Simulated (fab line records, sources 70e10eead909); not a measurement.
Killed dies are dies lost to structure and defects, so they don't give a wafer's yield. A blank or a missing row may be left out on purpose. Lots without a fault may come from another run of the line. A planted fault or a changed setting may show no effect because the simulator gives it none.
Chamber matching | flow nand_harc | NHARC_P_BONDPAD_ETCH_37 on rie_diel-01: 4 sister chambers
The step etches the open film in N2/H2, target depth 60 nm, overetch 18 nm, time 65.91 s. 14 wafers are shown with their chamber, then 6 later ones without.

WAFERS WITH THEIR CHAMBER
wafer  | chamber | showerhead_plenum_p_Torr (Torr) | drypump_motor_current_A (A) | rf_vpp_V (V)
L436.1 | 3       | 2.02                            | 6.5                         | 430.0
L436.2 | 1       | 2.11                            | 5.8                         | 431.9
L436.4 | 0       | 1.96                            | 5.5                         | 430.2
L438.1 | 3       | 2.02                            | 6.5                         | 429.3
L438.5 | 1       | 2.11                            | 5.8                         | 430.6
L438.6 | 2       | 1.95                            | 5.2                         | 428.1
L437.1 | 1       | 2.11                            | 5.8                         | 432.9
L437.4 | 0       | 1.96                            | 5.4                         | 427.8
L437.5 | 1       | 2.11                            | 5.8                         | 433.5
L448.1 | 0       | 1.96                            | 5.5                         | 428.8
L448.6 | 2       | 1.95                            | 5.2                         | 426.6
L451.2 | 3       | 2.02                            | 6.5                         | 431.0
L451.4 | 1       | 2.11                            | 5.8                         | 431.5
L451.6 | 1       | 2.10                            | 5.8                         | 432.0

SIGNATURES (means of the wafers above)
reading                  | chamber 0 | chamber 1 | chamber 2 | chamber 3 | scatter within a chamber
showerhead_plenum_p_Torr | 1.9600    | 2.1083    | 1.9500    | 2.0200    | 0.00289
drypump_motor_current_A  | 5.467     | 5.800     | 5.200     | 6.500     | 0.0258
rf_vpp_V                 | 428.933   | 432.067   | 427.350   | 430.100   | 1.04
Rule: a wafer's distance from a chamber is the root of the sum, over the readings, of the square of ((its reading less the chamber's mean) divided by the reading's scatter). The wafer belongs to the nearest chamber; if the next one is less than 2 further off, it can't be placed. The scatter: the root of (the sum of the squares of (reading less its chamber's mean) over the shown wafers, divided by (wafers less chambers)).

WAFERS WITHOUT THEIR CHAMBER
wafer  | showerhead_plenum_p_Torr (Torr) | drypump_motor_current_A (A) | rf_vpp_V (V)
L453.3 | 2.02                            | 6.5                         | 430.3
L453.4 | 1.95                            | 5.2                         | 426.4
L453.5 | 1.94                            | 5.2                         | 428.3
L454.2 | 2.02                            | 6.5                         | 429.8
L454.3 | 1.95                            | 5.2                         | 427.1
L454.5 | 1.94                            | 5.2                         | 427.9

WHICH CHAMBER EACH WENT THROUGH
wafer  | from the rows above | in truth
L453.3 | 3                   | 3
L453.4 | 2                   | 2
L453.5 | 2                   | 2
L454.2 | 3                   | 3
L454.3 | 2                   | 2
L454.5 | 2                   | 2
Placed correctly: 6 of 6. Can't be placed from these rows: 0. Placed wrongly: 0.
